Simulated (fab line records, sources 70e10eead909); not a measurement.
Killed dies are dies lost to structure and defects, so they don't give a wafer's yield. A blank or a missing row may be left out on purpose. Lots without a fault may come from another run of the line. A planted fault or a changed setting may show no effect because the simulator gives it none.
A struck lot beside a sound one | flow nand_harc | 14 steps out of a route of 1302
Sound: wafers L245.1, L245.4, L245.5. Struck: wafers L252.2, L252.3, L252.5. The cause comes at the end.
At each step with rows: each side's tool, then ch and its chambers, then its first start. Under that, the readings that differ: sound wafers | struck wafers | difference of the means | sigmas: that difference in standard deviations of wafers without a fault.
alike: readings whose means differ by less than 2 such deviations, and words and numbers that are the same on both sides. not compared: withheld readings, readings that some wafer has no value for, bounds like >300 that may hide the same value, and numbers for which the record gives no deviation and whose values overlap.
The two part at a step that has a row with sigmas, a row that says differs or no value, or rows on one side only. Numbers that don't overlap but have no deviation are shown without sigmas and don't part them. A reading that every wafer of one side lacks parts them only if that side has two wafers or more.

NHARC_A_CHANNEL_FILL_D1_ETCHBACK_20: etches the open film in C4F8/O2/Ar, target depth 27 nm, time 13.5 s.
  sound on rie_diel-05 ch 0,1,2, day 13 04:56; struck on rie_diel-05 ch 0,1,2, day 16 13:30
  alike: oes_product_au, rf_vpp_V
  not compared: rf_hours_counter_h
NHARC_A_CHANNEL_FILL_D1_STRIP_28: strips in O2, time 20 s.
  sound on rie_diel-05 ch 2,3, day 13 05:01; struck on rie_diel-05 ch 0,1,2, day 16 13:35
  alike: drypump_motor_current_A, oes_product_au, rf_vpp_V, showerhead_plenum_p_Torr, throttle_valve_pct
  not compared: rf_hours_counter_h
then, 4 steps without rows for these wafers: NHARC_A_CHANNEL_FILL_D1_PRECLEAN_21 (cleans in dHF, time 30 s); NHARC_A_CHANNEL_FILL_D1_SRD_23; NHARC_A_CHANNEL_FILL_D1_CVD_05 (deposits poly-Si, target thk 5 nm); NHARC_A_CHANNEL_FILL_D1_ANNEAL_22 (time 7200 s).
NHARC_A_CHANNEL_FILL_D1_ALD_25: deposits SiOx, target thk 60 nm, pulse time 10 s, ald cycles 600.
  sound on ald_hk-03 ch 0,1, day 13 17:51; struck on ald_hk-04 ch 0,2,3, day 17 02:35
  alike: heater_power_w, precursor_pulse_height_rel
NHARC_A_CHANNEL_FILL_D1_ETCHBACK_08: etches the open film in C4F8, target depth 220 nm, time 110 s.
  sound on rie_diel-09 ch 1,2,3; struck on rie_diel-07 ch 0,1,3
  reading      | sound             | struck            | difference | sigmas
  rf_vpp_V (V) | 443.7 443.7 443.1 | 438.2 435.8 440.1 | -5.5       | -2
  alike: oes_product_au
  not compared: rf_hours_counter_h
NHARC_A_CHANNEL_FILL_D1_STRIP_29: strips in O2, time 20 s.
  sound on rie_diel-09 ch 0,2; struck on rie_diel-07 ch 0,1
  alike: drypump_motor_current_A, oes_product_au, rf_vpp_V, showerhead_plenum_p_Torr, throttle_valve_pct
  not compared: rf_hours_counter_h
then, 2 steps without rows for these wafers: NHARC_A_CHANNEL_FILL_D1_PRECLEAN_30 (cleans in dHF, time 30 s); NHARC_A_CHANNEL_FILL_D1_SRD_31.
NHARC_A_CHANNEL_FILL_D1_CVD_09: deposits poly-Si, target thk 150 nm, time 3000 s.
  sound on lpcvd_poly-04 ch 0, day 14 01:55; struck on lpcvd_poly-04, day 17 10:02
  no value came back on the struck wafers for pressure_mtorr (mTorr), run_length_s (s), zone_power_bottom_pct (%); on the sound wafers pressure_mtorr (mTorr) reads 199.2 199.8 199.5
NHARC_A_CHANNEL_FILL_D1_CMP_10: polishes, target thk 150 nm.
  sound on cmp-01 ch 0,1,3, day 14 05:04; struck on cmp-02 ch 1,2, day 17 13:14
  reading                | sound    | struck | difference | sigmas
  time_to_endpoint_s (s) | 15 13 18 | 4 7 8  | -9         | -3
  alike: motor_current_A
-- the record jumps here: 14 days lie between the struck wafers' starts before and after (it left off in module A_CHANNEL_FILL_D1 and takes up again in module END, whose first step shown is number 1302 of the route) --
NHARC_END_SORT_01:
  sound on prober-01 ch 0, day 27 16:04; struck on prober-02 ch 0, day 31 05:38
  reading         | sound    | struck      | difference | sigmas
  killed_at_array | 34 55 30 | 673 675 675 | +635       | +32
  killed_dies     | 35 58 32 | 677 677 677 | +635       | +30
  alike: killed_at_other, killed_at_periphery, killed_open, killed_short

WHERE THEY PART
First at NHARC_A_CHANNEL_FILL_D1_ETCHBACK_08; last, within this record, at NHARC_END_SORT_01.

WHY: what the simulator had put in
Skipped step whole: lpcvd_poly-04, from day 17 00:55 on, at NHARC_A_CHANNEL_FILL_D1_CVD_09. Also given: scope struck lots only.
